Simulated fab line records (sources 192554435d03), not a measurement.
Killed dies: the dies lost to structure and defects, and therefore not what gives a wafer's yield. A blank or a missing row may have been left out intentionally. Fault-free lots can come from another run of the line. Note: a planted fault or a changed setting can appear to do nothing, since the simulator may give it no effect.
Chamber matching | flow n5 finfet | cvd co-01 running N5_BEOL_M3_CO_CAP_55: 3 sister chambers
The step material Co, precursor CCTBA/H2, target thk 2 nm, time 102.1 s. 42 wafers are shown with their chamber, then 12 later ones without.

== WAFERS, EACH WITH ITS CHAMBER ==
wafer  | chamber | heater power w (W)
L076.2 | 1       | 234
L076.5 | 2       | 222
L076.6 | 1       | 238
L075.1 | 2       | 223
L075.2 | 1       | 242
L075.3 | 0       | 213
L075.4 | 2       | 222
L075.5 | 1       | 241
L075.6 | 0       | 217
L078.1 | 0       | 213
L078.4 | 2       | 221
L078.6 | 1       | 242
L081.1 | 0       | 208
L081.2 | 2       | 220
L081.3 | 1       | 231
L081.4 | 2       | 218
L081.5 | 0       | 209
L081.6 | 1       | 240
L082.1 | 1       | 237
L082.3 | 2       | 221
L082.6 | 0       | 207
L085.2 | 0       | 208
L085.3 | 2       | 224
L085.6 | 1       | 245
L086.3 | 0       | 213
L086.5 | 1       | 240
L086.6 | 2       | 217
L088.1 | 0       | 212
L088.5 | 2       | 220
L088.6 | 1       | 243
L089.1 | 1       | 244
L089.2 | 0       | 210
L089.3 | 2       | 220
L089.4 | 1       | 244
L089.5 | 2       | 222
L089.6 | 0       | 214
L090.2 | 2       | 230
L090.3 | 0       | 209
L090.6 | 0       | 210
L091.3 | 2       | 215
L091.4 | 1       | 240
L091.6 | 2       | 219

SIGNATURES, as means of the wafers listed above
reading        | chamber 0 | chamber 1 | chamber 2 | scatter within a chamber
heater power w | 211.00    | 240.07    | 220.93    | 3.48
Rule: for a wafer and a chamber, the distance is found by dividing, reading by reading, the gap between the wafer's reading and the chamber's mean by the reading's scatter, squaring, summing and taking the root. If the next closest chamber is less than 2 further off than the closest, the wafer can't be placed; otherwise it belongs to the closest. The scatter: the root of (the sum of the squares of (reading less its chamber's mean) over the shown wafers, divided by (wafers less chambers)).

== WAFERS MISSING THEIR CHAMBER ==
wafer  | heater power w (W)
L092.3 | 206
L092.5 | 242
L092.6 | 222
L093.1 | 206
L093.3 | 243
L093.6 | 240
L095.1 | 245
L095.3 | 239
L095.6 | 211
L096.1 | 209
L096.5 | 212
L096.6 | 244

== WHICH CHAMBER EACH WENT THROUGH ==
wafer  | from the rows above | in truth
L092.3 | 0                   | 0
L092.5 | 1                   | 1
L092.6 | 2                   | 2
L093.1 | 0                   | 0
L093.3 | 1                   | 1
L093.6 | 1                   | 1
L095.1 | 1                   | 1
L095.3 | 1                   | 1
L095.6 | 0                   | 0
L096.1 | 0                   | 0
L096.5 | 0                   | 0
L096.6 | 1                   | 1
Placed correctly: 12 of 12. Number that these rows cannot place: 0. Placed wrongly: 0.
